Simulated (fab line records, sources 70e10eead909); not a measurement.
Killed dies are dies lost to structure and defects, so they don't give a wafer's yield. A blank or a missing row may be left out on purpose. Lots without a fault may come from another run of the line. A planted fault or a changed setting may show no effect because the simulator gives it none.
Which tool did it? | flow nand_harc | 14 lots, 42 wafers sampled, at 4 steps of a route of 1302

WHAT THE GAUGES READ, wafer by wafer
The record holds no reading of a measuring or inspecting step that can be judged against a usual standard deviation.

WHICH TOOL RAN EACH LOT (tool, then ch and the chambers of the sampled wafers, then the start)
lot  | NHARC_A_STAIRCASE_TRIM_14                     | NHARC_A_STAIRCASE_TRIM_26                     | NHARC_A_STAIRCASE_DEVELOP_183     | NHARC_A_STAIRCASE_DESCUM_186
L739 | rie_diel-04 ch 1,2,3, day 15 18:00 or earlier | rie_diel-04 ch 0,1,3, day 15 18:00 or earlier | litho_track-07 ch 0, day 15 18:00 | rie_diel-13 ch 0,2,3, day 15 18:25
L738 | rie_diel-02 ch 0,2,3, day 15 21:00 or earlier | rie_diel-02 ch 0,1, day 15 21:00 or earlier   | litho_track-02 ch 0, day 15 21:00 | rie_diel-02 ch 0,3, day 15 21:32
L740 | rie_diel-13 ch 0,1,2, day 16 12:00 or earlier | rie_diel-13 ch 0,1,2, day 16 12:00 or earlier | litho_track-07 ch 0, day 16 12:00 | rie_diel-13 ch 0,1,2, day 16 12:43
L742 | rie_diel-04 ch 0,1,2, day 17 17:00 or earlier | rie_diel-04 ch 0,1,3, day 17 17:00 or earlier | litho_track-02 ch 0, day 17 17:00 | rie_diel-04 ch 2,3, day 17 18:11
L743 | rie_diel-13 ch 0,1,3, day 18 07:00 or earlier | rie_diel-04 ch 0,1,3, day 18 07:00 or earlier | litho_track-02 ch 0, day 18 07:00 | rie_diel-04 ch 1,2, day 18 07:45
L744 | rie_diel-13 ch 0,2,3, day 18 07:00 or earlier | rie_diel-13 ch 1,2,3, day 18 07:00 or earlier | litho_track-02 ch 0, day 18 07:00 | rie_diel-13 ch 0,1,3, day 18 08:08
L746 | rie_diel-13 ch 0,1,3, day 19 05:00 or earlier | rie_diel-13 ch 0,1,3, day 19 05:00 or earlier | litho_track-03 ch 0, day 19 05:00 | rie_diel-02 ch 0,2,3, day 19 05:35
L749 | rie_diel-04 ch 1,3, day 20 14:00 or earlier   | rie_diel-13 ch 0,1,2, day 20 14:00 or earlier | litho_track-03 ch 0, day 20 14:00 | rie_diel-13 ch 0,1, day 20 15:09
L751 | rie_diel-04 ch 0,2,3, day 20 21:00 or earlier | rie_diel-04 ch 0,1, day 20 21:00 or earlier   | litho_track-07, day 20 21:00      | rie_diel-13 ch 0,2,3, day 20 21:56
L753 | rie_diel-13 ch 0,2,3, day 21 21:00 or earlier | rie_diel-13 ch 0,2,3, day 21 21:00 or earlier | litho_track-07, day 21 21:00      | rie_diel-13 ch 0,1, day 21 22:03
L757 | rie_diel-13 ch 2,3, day 23 13:00 or earlier   | rie_diel-13 ch 0,3, day 23 13:00 or earlier   | litho_track-07 ch 0, day 23 13:00 | rie_diel-13 ch 0,1,3, day 23 13:24
L758 | rie_diel-13 ch 0,2,3, day 24 08:00 or earlier | rie_diel-13 ch 0,3, day 24 08:00 or earlier   | litho_track-02 ch 0, day 24 08:00 | rie_diel-04 ch 1,2, day 24 08:37
L760 | rie_diel-04 ch 0,2, day 25 01:00 or earlier   | rie_diel-04 ch 0,2, day 25 01:00 or earlier   | litho_track-03 ch 0, day 25 01:00 | rie_diel-13 ch 0,2,3, day 25 02:05
L759 | rie_diel-13 ch 0,1, day 25 03:00 or earlier   | rie_diel-13 ch 0,1,3, day 25 03:00 or earlier | litho_track-03 ch 0, day 25 03:00 | rie_diel-13 ch 0,3, day 25 03:23
- NHARC_A_STAIRCASE_TRIM_14: chemistry O2, time 211.2 s.
- NHARC_A_STAIRCASE_TRIM_26: chemistry O2, time 211.2 s.
- NHARC_A_STAIRCASE_DEVELOP_183: time 140 s.
- NHARC_A_STAIRCASE_DESCUM_186: chemistry O2, time 3 s.

WHAT THE TOOLS THEMSELVES READ (means of the sampled wafers that have a number; where no wafer has one, the mark that the record gives instead)
NHARC_A_STAIRCASE_TRIM_14. Usual: drypump_motor_current_A 5.8 A, standard deviation 0.62; oes_product_au 1.003 a.u., standard deviation 0.012; rf_vpp_V 57.8 V, standard deviation 0.95; showerhead_plenum_p_Torr 3.56 Torr, standard deviation 0.14; throttle_valve_pct 17.037 %, standard deviation 0.0093.
lot  | tool        | drypump_motor_current_A (A) | oes_product_au (a.u.) | rf_vpp_V (V) | showerhead_plenum_p_Torr (Torr) | throttle_valve_pct (%) | flag
L739 | rie_diel-04 | 5.5                         | 1.016                 | 56.5         | 3.63                            | 17.033                 |
L738 | rie_diel-02 | 6.5                         | 1.008                 | 57.8         | 3.67                            | 17.038                 |
L740 | rie_diel-13 | 5.6                         | 1.001                 | 57.8         | 3.55                            | 17.040                 |
L742 | rie_diel-04 | 5.6                         | 1.009                 | 58.0         | 3.61                            | 17.043                 |
L743 | rie_diel-13 | 5.9                         | 0.988                 | 57.6         | 3.60                            | 17.036                 |
L744 | rie_diel-13 | 5.4                         | 1.011                 | 57.9         | 3.47                            | 17.036                 |
L746 | rie_diel-13 | 5.9                         | 0.987                 | 59.0         | 3.59                            | 17.035                 |
L749 | rie_diel-04 | 5.8                         | 1.004                 | 57.6         | 3.64                            | 17.032                 |
L751 | rie_diel-04 | 5.5                         | 1.012                 | 58.4         | 3.60                            | 17.034                 |
L753 | rie_diel-13 | 5.4                         | 1.005                 | 57.4         | 3.45                            | 17.035                 |
L757 | rie_diel-13 | 5.3                         | 0.998                 | 56.5         | 3.40                            | 17.036                 |
L758 | rie_diel-13 | 5.4                         | 0.997                 | 56.7         | 3.44                            | 17.033                 |
L760 | rie_diel-04 | 5.3                         | 1.019                 | 57.9         | 3.55                            | 17.044                 |
L759 | rie_diel-13 | 6.1                         | 1.007                 | 57.8         | 3.66                            | 17.039                 |

NHARC_A_STAIRCASE_TRIM_26. Usual: drypump_motor_current_A 5.8 A, standard deviation 0.58; oes_product_au 1.004 a.u., standard deviation 0.011; rf_vpp_V 58.0 V, standard deviation 0.92; showerhead_plenum_p_Torr 3.57 Torr, standard deviation 0.13; throttle_valve_pct 17.035 %, standard deviation 0.0089.
lot  | tool        | drypump_motor_current_A (A) | oes_product_au (a.u.) | rf_vpp_V (V) | showerhead_plenum_p_Torr (Torr) | throttle_valve_pct (%) | flag
L739 | rie_diel-04 | 5.8                         | 1.006                 | 57.9         | 3.65                            | 17.038                 |
L738 | rie_diel-02 | 6.6                         | 0.993                 | 57.7         | 3.63                            | 17.025                 |
L740 | rie_diel-13 | 5.6                         | 1.012                 | 58.1         | 3.55                            | 17.036                 |
L742 | rie_diel-04 | 5.8                         | 1.001                 | 58.8         | 3.64                            | 17.027                 |
L743 | rie_diel-04 | 5.8                         | 1.002                 | 57.9         | 3.64                            | 17.035                 |
L744 | rie_diel-13 | 5.8                         | 1.002                 | 58.1         | 3.55                            | 17.039                 |
L746 | rie_diel-13 | 5.9                         | 0.998                 | 58.7         | 3.59                            | 17.040                 |
L749 | rie_diel-13 | 5.6                         | 1.006                 | 57.9         | 3.54                            | 17.027                 |
L751 | rie_diel-04 | 5.9                         | 1.009                 | 57.4         | 3.61                            | 17.027                 |
L753 | rie_diel-13 | 5.4                         | 1.011                 | 57.8         | 3.45                            | 17.043                 |
L757 | rie_diel-13 | 5.6                         | 0.995                 | 57.9         | 3.49                            | 17.022                 |
L758 | rie_diel-13 | 5.5                         | 1.000                 | 58.1         | 3.49                            | 17.034                 |
L760 | rie_diel-04 | 5.3                         | 1.015                 | 57.3         | 3.55                            | 17.039                 |
L759 | rie_diel-13 | 5.9                         | 0.996                 | 58.1         | 3.57                            | 17.038                 |

NHARC_A_STAIRCASE_DEVELOP_183. Usual: chill_plate_temp_C 23.02 C, standard deviation 0.097; exhaust_pa 44.9 Pa, standard deviation 0.95.
lot  | tool           | chill_plate_temp_C (C) | exhaust_pa (Pa) | flag
L739 | litho_track-07 | 23.02                  | 44.7            |
L738 | litho_track-02 | 23.07                  | 43.2            |
L740 | litho_track-07 | 23.00                  | 44.8            |
L742 | litho_track-02 | 22.95                  | 45.1            |
L743 | litho_track-02 | 23.05                  | 45.0            |
L744 | litho_track-02 | 23.02                  | 43.5            |
L746 | litho_track-03 | 23.01                  | 44.7            |
L749 | litho_track-03 | 23.11                  | 45.0            |
L751 | litho_track-07 | -                      | -               | OFF
L753 | litho_track-07 | -                      | -               | OFF
L757 | litho_track-07 | 23.05                  | 44.1            |
L758 | litho_track-02 | 23.02                  | 45.6            |
L760 | litho_track-03 | 23.00                  | 46.0            |
L759 | litho_track-03 | 22.93                  | 44.5            |

NHARC_A_STAIRCASE_DESCUM_186. Usual: drypump_motor_current_A 5.8 A, standard deviation 0.61; oes_product_au 1.003 a.u., standard deviation 0.013; rf_vpp_V 57.9 V, standard deviation 0.91; showerhead_plenum_p_Torr 1.93 Torr, standard deviation 0.077; throttle_valve_pct 11.310 %, standard deviation 0.009.
lot  | tool        | drypump_motor_current_A (A) | oes_product_au (a.u.) | rf_vpp_V (V) | showerhead_plenum_p_Torr (Torr) | throttle_valve_pct (%) | flag
L739 | rie_diel-13 | 5.4                         | 1.003                 | 57.3         | 1.88                            | 11.314                 |
L738 | rie_diel-02 | 6.6                         | 1.002                 | 58.1         | 2.01                            | 11.313                 |
L740 | rie_diel-13 | 5.6                         | 1.003                 | 57.7         | 1.93                            | 11.310                 |
L742 | rie_diel-04 | 5.2                         | 1.009                 | 57.7         | 1.95                            | 11.316                 |
L743 | rie_diel-04 | 5.3                         | 1.006                 | 57.1         | 1.95                            | 11.318                 |
L744 | rie_diel-13 | 5.9                         | 0.990                 | 58.4         | 1.95                            | 11.307                 |
L746 | rie_diel-02 | 6.5                         | 1.006                 | 58.3         | 1.99                            | 11.311                 |
L749 | rie_diel-13 | 6.1                         | 0.993                 | 57.9         | 2.00                            | 11.312                 |
L751 | rie_diel-13 | 5.4                         | 1.002                 | 56.5         | 1.87                            | 11.308                 |
L753 | rie_diel-13 | 5.7                         | 1.007                 | 58.5         | 1.95                            | 11.304                 |
L757 | rie_diel-13 | 5.9                         | 0.987                 | 57.4         | 1.94                            | 11.300                 |
L758 | rie_diel-04 | 5.6                         | 1.023                 | 57.6         | 1.94                            | 11.307                 |
L760 | rie_diel-13 | 5.4                         | 0.992                 | 57.4         | 1.86                            | 11.317                 |
L759 | rie_diel-13 | 5.6                         | 0.990                 | 58.5         | 1.89                            | 11.305                 |

THE ANSWER, worked out from the rows above alone
Rule: a lot is off if the mean of its wafers that have a number lies more than 3 standard deviations from the usual mean. A lot without any number at a reading at which 4 lots or more have one is off too. The other lots that the step has rows for count as sound. The gauges are gone through in route order, then the tools' own readings, and for those a lot's mean is taken as printed above. The first step at which some lot is off is used, and at that step the reading that is off furthest; a lot without a number counts as furthest.
Off: L751, L753, at NHARC_A_STAIRCASE_DEVELOP_183 (chill_plate_temp_C). Without a number there: L751, L753.
A tool fits if, at that step or a process step before it, it ran every lot that is off, and no sound lot after the first of them. NHARC_A_STAIRCASE_TRIM_14 gives no start for some lots, so the hours and the order of its lots are those of NHARC_A_STAIRCASE_DEVELOP_183. NHARC_A_STAIRCASE_TRIM_26 gives no start for some lots, so the hours and the order of its lots are those of NHARC_A_STAIRCASE_DEVELOP_183. None of those tried fits.

WHAT THE SIMULATOR HAD PUT IN
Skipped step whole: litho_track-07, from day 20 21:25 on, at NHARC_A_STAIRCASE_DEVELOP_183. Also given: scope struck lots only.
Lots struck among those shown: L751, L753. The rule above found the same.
